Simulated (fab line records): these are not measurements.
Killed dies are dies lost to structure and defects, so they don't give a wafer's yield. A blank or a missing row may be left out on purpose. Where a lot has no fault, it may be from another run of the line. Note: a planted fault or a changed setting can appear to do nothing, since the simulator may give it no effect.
Matching of chambers || flow n5-finfet || N5_BEOL_M2_VIA_ETCH_34 on rie-diel-03: 4 sister chambers
The step etches the open film in C4F6/O2, target depth 69.4 nm, time 65.9 s. 4 wafers are shown with their chamber, then 8 later ones without.

== WAFERS PAIRED WITH THEIR CHAMBERS ==
{"wafer": "L087.6", "chamber": 1, "showerhead-plenum-p-Torr (Torr)": 3.01}
{"wafer": "L082.2", "chamber": 0, "showerhead-plenum-p-Torr (Torr)": 2.92}
{"wafer": "L082.5", "chamber": 3, "showerhead-plenum-p-Torr (Torr)": 2.70}
{"wafer": "L093.1", "chamber": 2, "showerhead-plenum-p-Torr (Torr)": 2.96}

== WAFERS WHOSE CHAMBER IS MISSING ==
{"wafer": "L093.4", "showerhead-plenum-p-Torr (Torr)": 2.96}
{"wafer": "L093.6", "showerhead-plenum-p-Torr (Torr)": 2.70}
{"wafer": "L094.1", "showerhead-plenum-p-Torr (Torr)": 2.91}
{"wafer": "L094.5", "showerhead-plenum-p-Torr (Torr)": 2.96}
{"wafer": "L094.6", "showerhead-plenum-p-Torr (Torr)": 3.00}
{"wafer": "L097.2", "showerhead-plenum-p-Torr (Torr)": 3.00}
{"wafer": "L097.4", "showerhead-plenum-p-Torr (Torr)": 2.96}
{"wafer": "L097.6", "showerhead-plenum-p-Torr (Torr)": 3.00}

== CHAMBER TAKEN BY EACH ==
{"wafer": "L093.4", "from the rows above": 2, "in truth": 2}
{"wafer": "L093.6", "from the rows above": 3, "in truth": 3}
{"wafer": "L094.1", "from the rows above": 0, "in truth": 0}
{"wafer": "L094.5", "from the rows above": 2, "in truth": 2}
{"wafer": "L094.6", "from the rows above": 1, "in truth": 1}
{"wafer": "L097.2", "from the rows above": 1, "in truth": 1}
{"wafer": "L097.4", "from the rows above": 2, "in truth": 2}
{"wafer": "L097.6", "from the rows above": 1, "in truth": 1}
8 of 8 placed correctly. Not placeable from these rows: 0. Placed wrongly: 0.
How it was worked out, from the rows above alone: a wafer's distance from a chamber is the root of the sum, over the readings, of the square of ((its reading less the chamber's mean) divided by the reading's scatter). If the next closest chamber is less than 2 further off than the closest, the wafer can't be placed; otherwise it belongs to the closest. The mean given for a chamber averages the wafers shown for that chamber. The scatter (one wafer shown for each chamber): square how far every hidden wafer sits from the nearest shown wafer, average those squares and take the square root.
